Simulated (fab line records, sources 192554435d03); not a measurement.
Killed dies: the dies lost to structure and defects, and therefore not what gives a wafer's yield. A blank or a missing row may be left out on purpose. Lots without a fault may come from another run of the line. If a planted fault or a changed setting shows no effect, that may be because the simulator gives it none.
A struck lot beside a sound one :: flow n5Finfet :: 14 steps out of a route of 1938
Sound: the wafers L539.1, L539.3, L539.5. Struck: wafer L538.3. (L538.2, L538.6 of the same lot were not struck and are left out.) The cause comes at the end.
For every step that has rows: the tool of each side, followed by ch and its chambers, followed by its first start. Under that, the readings that differ: sound wafers :: struck wafers :: difference of the means :: sigmas: that difference in standard deviations of wafers without a fault.
alike: readings with means less than 2 such deviations apart, plus words and numbers identical on both sides. not compared: withheld readings, readings lacking a value on some wafer, bounds such as >300 that could conceal the same value, and numbers that have no deviation in the record and whose values overlap.
A row with sigmas, a row that says differs or no value, or rows on one side alone: a step with any of these is where the two part. Numbers that have no deviation but don't overlap get no sigmas and don't part them. Lack of a reading on every wafer of one side parts them only where that side has two or more wafers.

first, 2 steps without rows for these wafers: N5_BEOL_M14_PRECLEAN_39 (cleans in residue remover, time 60 s); N5_BEOL_M14_SRD_40 (time 30 s, dry time 30 s).
N5_BEOL_M14_DEGAS_41: time 60 s.
  sound: pvdSputter-01 at day 17 00:08; struck: pvdSputter-02 at day 16 07:37
  alike: heaterPowerW
N5_BEOL_M14_PRE_CLEAN_42: time 30 s.
  sound: pvdSputter-01 at day 17 00:10; struck: pvdSputter-02 at day 16 07:40
  alike: heaterPowerW
then, 1 step without rows for these wafers: N5_BEOL_M14_SPUTTER_43 (material TaN, target thk 15 nm, time 24.19 s).
N5_BEOL_M14_SPUTTER_44: material Ta, target thk 15 nm, time 24.19 s.
  sound: pvdSputter-01 at day 17 00:17; struck: pvdSputter-02 at day 16 07:47
  alike: throttleValvePct
N5_BEOL_M14_SPUTTER_45: material Cu, target thk 100 nm, time 16.67 s.
  sound: pvdSputter-01 at day 17 00:22; struck: pvdSputter-02 at day 16 07:52
  alike: throttleValvePct
then, 1 step without rows for these wafers: N5_BEOL_M14_ECD_47 (material Cu, target thk 1248 nm).
N5_BEOL_M14_ANNEAL_48: time 90 s.
  sound on rtpAnneal-01 ch 0, day 17 01:44; struck on rtpAnneal-02 ch 0, day 16 08:19
reading: wafer_temp_C_max
sound: 226.05 226.15 225.98
struck: 225.31
difference: -0.75
sigmas: -3
then, 1 step without rows for these wafers: N5_BEOL_M14_CMP_49 (polishes, stops on SiO2, t overpolish 5.2 s, target thk 560 nm).
N5_BEOL_M14_THK_MEAS_50: measures by xrf.
  sound: filmMetro-01 at day 17 02:24; struck: filmMetro-02 at day 16 08:52
reading: M14_THK (nm)
sound: 545 565 554
struck: 536
difference: -19
sigmas: -2
then, 1 step without rows for these wafers: N5_BEOL_M14_PRE_CLEAN_52 (time 15 s).
N5_BEOL_M14_DEP_53: deposits SiCN from 3MS/NH3, target thk 50 nm, time 17.8 s.
  sound on pecvd-01 ch 0,1, day 17 02:28; struck on pecvd-04 ch 0, day 16 08:55
reading: model.SiCN_of_BEOL_M14_DEP_53.thkNm (nm)
sound: 50 49.8 50.8
struck: 39.4
difference: -10.8
sigmas: 
  alike: showerheadPlenumPTorr, throttleValvePct
N5_BEOL_M14_RS_MEAS_54: a four-point-probe measurement.
  sound: filmMetro-01 at day 17 02:32; struck: filmMetro-01 at day 16 08:59
reading: M14_RS (ohm/sq)
sound: 0.0330 0.0320 0.0327
struck: 0.0339
difference: +0.0013
sigmas: +3

## WHERE THEY PART
Earliest at N5_BEOL_M14_ANNEAL_48; latest, in this record, at N5_BEOL_M14_RS_MEAS_54.

WHY: the cause the simulator had injected
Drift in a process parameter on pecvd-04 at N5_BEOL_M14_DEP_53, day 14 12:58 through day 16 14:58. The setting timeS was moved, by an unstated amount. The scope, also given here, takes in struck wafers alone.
